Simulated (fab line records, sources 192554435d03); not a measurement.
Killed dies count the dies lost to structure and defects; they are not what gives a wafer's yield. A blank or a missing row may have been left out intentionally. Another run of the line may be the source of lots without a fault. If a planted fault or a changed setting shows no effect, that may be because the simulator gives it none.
Comparing a struck lot with a sound one | flow n5Finfet | 15 steps out of a route of 1938
Sound: wafers L166.1, L166.2, L166.3. Wafers L175.1, L175.6 were the ones struck. The cause comes at the end.
For every step that has rows: the tool of each side, followed by ch and its chambers, followed by its first start. Under that, the readings that differ: sound wafers | struck wafers | difference of the means | sigmas: that difference in standard deviations of wafers without a fault.
alike: readings with means less than 2 such deviations apart, plus words and numbers identical on both sides. not compared: withheld readings, readings lacking a value on some wafer, bounds such as >300 that could conceal the same value, and numbers that have no deviation in the record and whose values overlap.
A row with sigmas, a row that says differs or no value, or rows on one side alone: a step with any of these is where the two part. Non-overlapping numbers with no deviation appear without sigmas and do not part them. A reading missing from all wafers of one side parts the sides only when that side holds two or more wafers.

first, 8 steps without rows for these wafers: N5_BEOL_M9_COAT_64 (time 60 s, resist thk 12 nm); N5_BEOL_M9_COAT_75 (time 60 s, resist thk 5 nm); N5_BEOL_M9_COAT_22 (resist thk 30 nm); N5_BEOL_M9_EBR_24; N5_BEOL_M9_SOFTBAKE_23 (time 60 s); N5_BEOL_M9_EXPOSE_25 (exposes mask V8); N5_BEOL_M9_PEB_26 (peb time 60 s); N5_BEOL_M9_DEVELOP_27 (develop time 30 s).
N5_BEOL_M9_CD_MEAS_28 targets a cd of 70 nm.
  sound on cdSem-01 ch 0, day 11 01:26; struck on cdSem-03 ch 0, day 13 14:03
  alike: cdNm
N5_BEOL_M9_OVL_MEAS_29:
  sound on overlay-01 ch 0, day 11 01:28; struck on overlay-02 ch 0, day 13 14:05
  alike: V8_OVL
N5_BEOL_M9_INSPECT_30: inspects for defects (brightfield).
  sound on defectInspect-02 at day 11 01:32; struck on defectInspect-02 at day 13 14:08
  alike: rawDefectCount
N5_BEOL_M9_DESCUM_33: chemistry O2, time 7 s.
  sound on rieDiel-06 ch 0,2,3, day 11 01:34; struck on rieDiel-02 ch 0,3, day 13 14:11
  alike: drypumpMotorCurrentA, oesProductAu, rfVppV, showerheadPlenumPTorr, throttleValvePct
  not compared: rfHoursCounterH
N5_BEOL_M9_ETCH_76: etches underlayer in N2/H2, target depth 6.5 nm, time 5.2 s.
  sound on rieDiel-06 ch 0,2,3, day 11 01:36; struck on rieDiel-02 ch 0,3, day 13 14:13
reading           | sound          | struck    | difference | sigmas
etchRfOnTimeS (s) | 5.32 5.24 5.11 | 6.39 6.54 | +1.24      | +15
  alike: drypumpMotorCurrentA, oesProductAu, rfVppV, showerheadPlenumPTorr, throttleValvePct
  not compared: rfHoursCounterH
N5_BEOL_M9_ETCH_65: etches SiARC in CF4, target depth 15.6 nm, time 26 s.
  sound on rieDiel-06 ch 0,2,3, day 11 01:37; struck on rieDiel-02 ch 0,3, day 13 14:14
  alike: drypumpMotorCurrentA, etchRfOnTimeS, oesProductAu, rfVppV, showerheadPlenumPTorr, throttleValvePct
  not compared: rfHoursCounterH
-- record jumps: 3 days separate the struck wafers' starts on either side; left off in module BEOL_M9, taken up again in module PASSIVATION, whose first shown step is the route's number 1936 --
N5_PASSIVATION_PROBE_49:
  sound on prober-02 at day 13 15:11; struck on prober-01 at day 16 11:56
reading            | sound    | struck | difference | sigmas
killed_at_M0_to_M3 | 46 51 44 | 23 35  | -18        | -2
  alike: defectLimitedYield, killed_at_M4_up, killedAtContacts, killedAtFrontEnd, killedAtOther, killedDies, killedOpen, killedShort, sort_bin_5_function, sort_bin_6_memory, sortNPass, sortYieldPct

WHERE THEY PART
Earliest at N5_BEOL_M9_ETCH_76; latest, in this record, at N5_PASSIVATION_PROBE_49.

WHY: whatever the simulator had introduced
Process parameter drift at N5_BEOL_M9_ETCH_76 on rieDiel-02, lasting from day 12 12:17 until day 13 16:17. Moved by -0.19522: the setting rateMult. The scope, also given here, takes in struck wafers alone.
